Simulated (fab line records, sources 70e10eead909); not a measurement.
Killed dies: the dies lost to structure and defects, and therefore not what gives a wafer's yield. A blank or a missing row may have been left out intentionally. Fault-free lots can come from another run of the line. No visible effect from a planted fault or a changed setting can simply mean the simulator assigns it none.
fab line records -- flow nand-harc
record: lots: 14, wafers: 42, last-day: 34
route steps=1302 shown THIN_TSV@1271
lots that met no fault: taken from a fault-free run of the same line
start-h: hours from the record's first day to the start of the lot's first wafer shown -- wait-h: hours from the lot's prior step to this one -- " the same as in the row above -- L1.1+2: one row covering several wafers at once -- - no value present, or no start provided -- * or withheld: withheld -- < > ~ a bound
route shown NAME@n: names a module that has steps shown in the file, with the first one's number in the route -- usual: average and standard deviation across the fault-free wafers -- same: alike in all rows -- chamber/n: place in a boat -- sites: readings site by site -- _std_site: standard deviation across them -- _edge_site: outer sites' mean less inner sites' -- radius-mm: how far each site lies from the wafer's centre -- mask NAME#n: copy n -- behind: the tool/chamber that last shaped the wafer -- hold: cause of the lot's hold/its duration in hours/its outcome -- device: names the non-switching transistor (n, p or np) -- end of line: the tests these same wafers got at the end of their route -- a step without rows: its recipe alone -- killed: dies lost to structure and defects at the first sort, not the wafer's yield -- map: shows each die of a wafer: x if killed, . if not, _ if none is there
set.NAME: the setting as run; set.NAME@STEP: as run at that earlier step -- model.NAME: the simulator's own value behind a step, which no gauge read
the route's steps for a sample of lots (tables are steps, rows are wafers)
services: the hour from which a tool's chamber was out of use, counted from the record's first day as start-h (under 0 if before that day), plus the number of hours and why
== steps ==
step: NHARC_THIN_TSV_PRE_CLEAN_50
recipe: time-s: 30, temp-c: 280, gas: H2/He
usual: heater-power-w: 406/45, susceptor-temp-C: 279.98/0.19
lot.wafer,tool,chamber,start-h,wait-h,heater-power-w,susceptor-temp-C
L493.1,pvd-sputter-02,-,-,-,363,279.91
L493.2,pvd-sputter-02,-,-,-,411,280.16
L493.6,pvd-sputter-02,-,-,-,365,279.96
L496.2,pvd-sputter-03,-,-,-,426,280.33
L496.4,pvd-sputter-03,-,-,-,391,279.99
L496.3,pvd-sputter-03,-,-,-,425,280.30
L497.1,pvd-sputter-01,-,-,-,441,279.77
L497.3,pvd-sputter-01,-,-,-,332,280.01
L497.6,pvd-sputter-01,-,-,-,422,279.60
L498.4,pvd-sputter-01,-,-,-,347,279.72
L498.6,pvd-sputter-01,-,-,-,427,279.89
L498.5,pvd-sputter-01,-,-,-,424,280.34
L499.1,pvd-sputter-02,-,-,-,333,-
L499.2,pvd-sputter-02,-,-,-,337,-
L499.5,pvd-sputter-02,-,-,-,373,-
L501.3,pvd-sputter-03,-,-,-,489,279.93
L501.5,pvd-sputter-03,-,-,-,496,279.87
L501.6,pvd-sputter-03,-,-,-,422,279.99
L504.1,pvd-sputter-02,-,-,-,328,280.13
L504.2,pvd-sputter-02,-,-,-,344,279.97
L504.4,pvd-sputter-02,-,-,-,411,280.00
L502.1,pvd-sputter-01,-,-,-,433,279.76
L502.3,pvd-sputter-01,-,-,-,421,280.04
L502.6,pvd-sputter-01,-,-,-,416,279.62
L508.3,pvd-sputter-03,-,-,-,489,280.38
L508.4,pvd-sputter-03,-,-,-,437,280.05
L508.5,pvd-sputter-03,-,-,-,431,279.92
L511.4,pvd-sputter-01,-,-,-,418,280.05
L511.3,pvd-sputter-01,-,-,-,358,279.87
L511.1,pvd-sputter-01,-,-,-,416,279.63
L512.3,pvd-sputter-02,-,-,-,323,279.91
L512.4,pvd-sputter-02,-,-,-,332,279.47
L512.1,pvd-sputter-02,-,-,-,372,280.06
L513.2,pvd-sputter-03,-,-,-,484,280.00
L513.6,pvd-sputter-03,-,-,-,485,280.12
L513.5,pvd-sputter-03,-,-,-,433,280.13
L515.4,pvd-sputter-02,-,-,-,334,279.94
L515.3,pvd-sputter-02,-,-,-,403,280.18
L515.6,pvd-sputter-02,-,-,-,320,279.76
L516.4,pvd-sputter-02,-,-,-,400,279.96
L516.2,pvd-sputter-02,-,-,-,313,280.24
L516.3,pvd-sputter-02,-,-,-,335,280.22
step: NHARC_THIN_TSV_PVD_19
recipe: target-thk-a: 200, chamber-pressure-pa: 5, material: TaN
usual: throttle-valve-pct: 30.1/0.62
lot.wafer,tool,chamber,start-h,wait-h,throttle-valve-pct
L493.1,pvd-sputter-02,-,-,-,30.9
L493.2,pvd-sputter-02,-,-,-,31.3
L493.6,pvd-sputter-02,-,-,-,31.3
L496.2,pvd-sputter-03,-,-,-,29.6
L496.4,pvd-sputter-03,-,-,-,29.8
L496.3,pvd-sputter-03,-,-,-,30.3
L497.3,pvd-sputter-02,-,582.01,-,30.7
L497.1,pvd-sputter-02,-,582.01,-,29.5
L497.6,pvd-sputter-02,-,582.01,-,31.2
L498.4,pvd-sputter-01,-,-,-,30.3
L498.5,pvd-sputter-01,-,-,-,30.2
L498.6,pvd-sputter-01,-,-,-,30.2
L499.1,pvd-sputter-02,-,-,-,29.8
L499.2,pvd-sputter-02,-,-,-,31.6
L499.5,pvd-sputter-02,-,-,-,31.2
L501.3,pvd-sputter-03,-,-,-,30.1
L501.5,pvd-sputter-03,-,-,-,29.4
L501.6,pvd-sputter-03,-,-,-,29.5
L504.1,pvd-sputter-02,-,-,-,30.8
L504.2,pvd-sputter-02,-,-,-,31.5
L504.4,pvd-sputter-02,-,-,-,30.0
L502.1,pvd-sputter-01,-,-,-,30.0
L502.3,pvd-sputter-01,-,-,-,29.8
L502.6,pvd-sputter-01,-,-,-,29.5
L508.4,pvd-sputter-03,-,-,-,30.0
L508.3,pvd-sputter-03,-,-,-,29.6
L508.5,pvd-sputter-03,-,-,-,30.1
L511.3,pvd-sputter-01,-,-,-,29.8
L511.4,pvd-sputter-01,-,-,-,28.9
L511.1,pvd-sputter-01,-,-,-,29.9
L512.1,pvd-sputter-02,-,-,-,29.8
L512.3,pvd-sputter-02,-,-,-,30.1
L512.4,pvd-sputter-02,-,-,-,30.4
L513.2,pvd-sputter-03,-,-,-,30.4
L513.5,pvd-sputter-03,-,-,-,30.1
L513.6,pvd-sputter-03,-,-,-,29.7
L515.4,pvd-sputter-02,-,-,-,29.8
L515.3,pvd-sputter-02,-,-,-,30.3
L515.6,pvd-sputter-02,-,-,-,29.8
L516.2,pvd-sputter-02,-,-,-,30.1
L516.3,pvd-sputter-02,-,-,-,30.5
L516.4,pvd-sputter-02,-,-,-,31.9
step: NHARC_THIN_TSV_DEGAS_53
recipe: temp-c: 300, time-s: 60
usual: heater-power-w: 458/56, susceptor-temp-C: 300.01/0.18
lot.wafer,tool,chamber,start-h,wait-h,heater-power-w,susceptor-temp-C
L493.2,pvd-sputter-03,-,536.89,0.1,439,300.02
L493.1,pvd-sputter-03,-,536.89,0.1,562,299.79
L493.6,pvd-sputter-03,-,536.89,0.1,447,300.17
L496.3,pvd-sputter-03,-,578.78,0.1,570,299.85
L496.4,pvd-sputter-03,-,578.78,0.1,504,299.95
L496.2,pvd-sputter-03,-,578.78,0.1,445,300.47
L497.3,pvd-sputter-03,-,583.84,0.1,558,300.00
L497.1,pvd-sputter-03,-,583.84,0.1,456,299.89
L497.6,pvd-sputter-03,-,583.84,0.1,488,300.04
L498.4,pvd-sputter-01,-,609.64,0.1,473,299.76
L498.6,pvd-sputter-01,-,609.64,0.1,479,299.94
L498.5,pvd-sputter-01,-,609.64,0.1,472,300.03
L499.2,pvd-sputter-03,-,622.80,0.1,490,299.72
L499.1,pvd-sputter-03,-,622.80,0.1,576,300.02
L499.5,pvd-sputter-03,-,622.80,0.1,491,299.99
L501.3,pvd-sputter-01,-,638.63,0.1,462,300.16
L501.5,pvd-sputter-01,-,638.63,0.1,482,300.18
L501.6,pvd-sputter-01,-,638.63,0.1,468,299.84
L504.2,pvd-sputter-03,-,667.18,0.1,568,300.37
L504.4,pvd-sputter-03,-,667.18,0.1,472,299.94
L504.1,pvd-sputter-03,-,667.18,0.1,448,300.13
L502.1,pvd-sputter-02,-,675.07,0.1,381,-
L502.3,pvd-sputter-02,-,675.07,0.1,391,-
L502.6,pvd-sputter-02,-,675.07,0.1,454,-
L508.4,pvd-sputter-03,-,700.08,0.1,557,-
L508.3,pvd-sputter-03,-,700.08,0.1,502,-
L508.5,pvd-sputter-03,-,700.08,0.1,565,-
L511.4,pvd-sputter-03,-,733.96,0.1,487,299.91
L511.3,pvd-sputter-03,-,733.96,0.1,444,300.27
L511.1,pvd-sputter-03,-,733.96,0.1,452,299.73
L512.4,pvd-sputter-02,-,751.21,0.1,443,300.22
L512.1,pvd-sputter-02,-,751.21,0.1,462,299.91
L512.3,pvd-sputter-02,-,751.21,0.1,363,299.83
L513.2,pvd-sputter-01,-,752.51,0.1,490,-
L513.6,pvd-sputter-01,-,752.51,0.1,396,-
L513.5,pvd-sputter-01,-,752.51,0.1,497,-
L515.4,pvd-sputter-02,-,761.83,0.1,457,300.23
L515.3,pvd-sputter-02,-,761.83,0.1,372,299.73
L515.6,pvd-sputter-02,-,761.83,0.1,364,300.12
L516.2,pvd-sputter-03,-,799.56,0.1,469,299.78
L516.3,pvd-sputter-03,-,799.56,0.1,563,300.15
L516.4,pvd-sputter-03,-,799.56,0.1,450,300.06
step: NHARC_THIN_TSV_ETCH_59
recipe: target-depth-a: 8800, icp-w: 900, bias-w: 100, Cl2_flow_sccm: 60, bcl3-flow-sccm: 30, time-s: 138.1, chemistry: Cl2/BCl3
usual: drypump-motor-current-A: 5.78/0.13, mfc-cl2-sccm: 59.99/0.2, oes-product-au: 1.000/0.012, run-length-s: 159.4/0.5, throttle-valve-pct: 22.264/0.0087
lot.wafer,tool,chamber,start-h,wait-h,drypump-motor-current-A,mfc-cl2-sccm,oes-product-au,rf-hours-counter-h,run-length-s,throttle-valve-pct
L493.1,rie-metal-03,0,538.21,0.1,5.57,59.99,0.985,0.1,159.4,22.265
L493.2,rie-metal-03,1,538.21,0.1,5.66,59.98,0.999,0.1,159.4,22.266
L493.6,rie-metal-03,1,538.21,0.1,5.65,59.96,1.000,-,159.2,22.270
L496.2,rie-metal-02,0,580.09,0.1,5.69,59.92,1.008,2.0,160.6,22.252
L496.4,rie-metal-02,0,580.09,0.1,5.73,59.91,1.006,-,160.8,22.266
L496.3,rie-metal-02,1,580.09,0.1,5.79,60.04,0.995,-,159.4,22.266
L497.1,rie-metal-01,0,585.28,0.1,5.89,60.00,0.995,0.0,159.4,22.259
L497.3,rie-metal-01,0,585.28,0.1,5.90,60.38,1.000,-,159.3,22.259
L497.6,rie-metal-01,1,585.28,0.1,5.95,60.24,1.001,-,159.4,22.258
L498.4,rie-metal-03,0,611.17,0.2,5.60,59.97,0.980,-,159.7,22.259
L498.6,rie-metal-03,0,611.17,0.2,5.61,59.88,0.988,-,159.8,22.265
L498.5,rie-metal-03,1,611.17,0.2,5.63,60.00,0.993,-,159.1,22.263
L499.2,rie-metal-02,1,624.23,0.1,5.83,60.15,0.998,2.8,158.7,22.268
L499.1,rie-metal-02,0,624.23,0.1,5.71,59.93,1.020,2.8,159.9,22.257
L499.5,rie-metal-02,1,624.23,0.1,5.82,60.12,1.007,-,158.8,22.270
L501.3,rie-metal-02,0,640.13,0.2,5.70,59.74,1.002,-,160.0,22.283
L501.6,rie-metal-02,0,640.13,0.2,5.69,60.07,1.001,-,160.4,22.257
L501.5,rie-metal-02,1,640.13,0.2,5.82,59.99,1.017,-,158.6,22.264
L504.2,rie-metal-02,1,668.52,0.1,5.81,59.94,1.021,0.3,158.7,22.278
L504.1,rie-metal-02,0,668.52,0.1,5.71,60.09,1.013,0.3,145.6,22.255
L504.4,rie-metal-02,1,668.52,0.1,5.79,60.11,1.020,-,158.7,22.259
L502.1,rie-metal-02,0,676.51,0.1,5.71,60.03,1.013,0.7,145.3,22.274
L502.3,rie-metal-02,1,676.51,0.1,5.82,59.86,1.018,-,158.7,22.270
L502.6,rie-metal-02,0,676.51,0.1,5.71,59.91,1.018,-,145.2,22.270
L508.3,rie-metal-01,1,701.46,0.2,5.96,60.10,0.998,-,159.1,22.255
L508.4,rie-metal-01,0,701.46,0.2,5.90,60.15,0.997,-,159.0,22.273
L508.5,rie-metal-01,1,701.46,0.2,5.97,59.91,1.003,-,159.0,22.248
L511.1,rie-metal-02,0,735.42,0.1,5.70,60.28,1.013,1.7,160.2,22.270
L511.4,rie-metal-02,1,735.42,0.1,5.82,59.94,1.023,-,159.5,22.267
L511.3,rie-metal-02,0,735.42,0.1,5.69,60.32,1.009,-,159.9,22.271
L512.1,rie-metal-03,1,752.50,0.1,5.63,60.16,0.996,0.7,159.4,22.256
L512.4,rie-metal-03,1,752.50,0.1,5.63,60.07,0.997,-,158.9,22.257
L512.3,rie-metal-03,0,752.50,0.1,5.62,60.29,1.001,-,159.7,22.267
L513.2,rie-metal-02,0,753.93,0.1,5.72,59.60,1.013,2.2,160.2,22.261
L513.6,rie-metal-02,0,753.93,0.1,5.74,59.55,1.004,-,160.1,22.275
L513.5,rie-metal-02,1,753.93,0.1,5.84,60.35,1.007,-,159.1,22.254
L515.4,rie-metal-01,1,763.24,0.1,5.94,60.10,0.987,-,159.3,22.280
L515.3,rie-metal-01,0,763.24,0.1,5.90,60.01,0.997,-,159.0,22.261
L515.6,rie-metal-01,1,763.24,0.1,5.94,60.01,0.991,-,159.1,22.263
L516.2,rie-metal-01,0,801.02,0.1,5.89,60.33,0.984,0.4,159.3,22.266
L516.4,rie-metal-01,1,801.02,0.1,5.97,60.06,0.988,-,159.5,22.267
L516.3,rie-metal-01,0,801.02,0.1,5.89,60.26,1.000,-,159.6,22.253
== services ==
tool,chamber,start-h,hours,kind
rie-metal-03,1,515.24,8.7,repair
rie-metal-03,-,519.00,9.0,pm
pvd-sputter-03,-,526.02,10.0,pm
pvd-sputter-02,-,556.57,2.6,repair
rie-metal-01,0,559.24,16.4,repair
pvd-sputter-01,-,567.04,4.9,repair
rie-metal-01,-,575.00,9.0,pm
pvd-sputter-01,-,582.00,10.0,pm
pvd-sputter-01,-,596.46,0.9,repair
pvd-sputter-01,-,598.68,0.8,repair
rie-metal-02,-,631.00,9.0,pm
rie-metal-02,0,631.00,9.0,vent-cycle
rie-metal-02,1,631.00,9.0,vent-cycle
pvd-sputter-02,-,637.99,2.9,repair
rie-metal-01,-,645.56,0.4,repair
pvd-sputter-02,-,677.78,10.0,pm
pvd-sputter-01,-,678.72,19.7,repair
rie-metal-03,-,696.00,9.0,pm
pvd-sputter-03,-,704.05,10.0,pm
pvd-sputter-02,-,712.75,22.6,repair
pvd-sputter-03,-,730.00,1.3,repair
rie-metal-01,-,752.00,9.0,pm
pvd-sputter-01,-,760.00,10.0,pm
pvd-sputter-03,-,788.18,5.7,repair
== key ==
first-sign: step: NHARC_THIN_TSV_ETCH_59, reading: run-length-s, direction: down, sigmas: 28, usual: *, struck: *
effect none on later readings
met-at NHARC_THIN_TSV_ETCH_59
struck-lots L502,L504
struck-wafers L502.1,L502.6,L504.1
later-rows-left-out L502.1,L502.6,L504.1
sort-left-out L502.1,L502.6,L504.1
not-acting-at NHARC_THIN_TSV_PRE_CLEAN_50,NHARC_THIN_TSV_PVD_19,NHARC_THIN_TSV_DEGAS_53
onset-between 640.13 668.52
fault: kind: process-parameter-drift, tool: rie-metal-02, chamber: 0, onset-h: 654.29, steps: NHARC_THIN_TSV_ETCH_59, channel: time-s, offset: *, shape: step, end-h: 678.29, acts-in: *, stated: *
sort-left-out: the simulated sort isn't trusted on such a fault, so these wafers' sort isn't shown, and their yield isn't known
later-rows-left-out: the simulator's readings of these wafers behind a module that went badly wrong aren't trusted and aren't shown, but for the sort
